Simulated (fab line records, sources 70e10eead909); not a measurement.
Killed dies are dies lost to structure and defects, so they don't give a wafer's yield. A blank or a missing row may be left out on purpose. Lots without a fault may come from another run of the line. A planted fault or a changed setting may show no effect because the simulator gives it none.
Chamber matching | flow nand_harc | NHARC_P_BONDPAD_ACTIVATE_29 on rie_diel-08: 4 sister chambers
The step chemistry N2, time 60 s. 4 wafers are shown with their chamber, then 7 later ones without.

WAFERS WITH THEIR CHAMBER
wafer  | chamber | drypump_motor_current_A (A)
L364.3 | 3       | 6.4
L367.1 | 1       | 5.6
L370.2 | 0       | 5.6
L370.4 | 2       | 5.6

WAFERS WITHOUT THEIR CHAMBER
wafer  | drypump_motor_current_A (A)
L370.5 | 6.4
L378.3 | 5.6
L378.4 | 6.4
L378.5 | 5.6
L382.1 | 5.6
L382.3 | 6.3
L382.4 | 5.6

WHICH CHAMBER EACH WENT THROUGH
wafer  | from the rows above          | in truth
L370.5 | 3                            | 3
L378.3 | can't be placed: 0 or 1 or 2 | 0
L378.4 | 3                            | 3
L378.5 | can't be placed: 0 or 1 or 2 | 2
L382.1 | can't be placed: 0 or 1 or 2 | 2
L382.3 | 3                            | 3
L382.4 | can't be placed: 0 or 1 or 2 | 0
Placed correctly: 3 of 7. Can't be placed from these rows: 4 (the true chamber is among the candidates in 4). Placed wrongly: 0.
How it was worked out, from the rows above alone: a wafer's distance from a chamber is the root of the sum, over the readings, of the square of ((its reading less the chamber's mean) divided by the reading's scatter). The wafer belongs to the nearest chamber; if the next one is less than 2 further off, it can't be placed. A chamber's mean is the mean of its shown wafers. The scatter: with one shown wafer a chamber, the root of the mean of the squares of how far each hidden wafer lies from its nearest shown one.
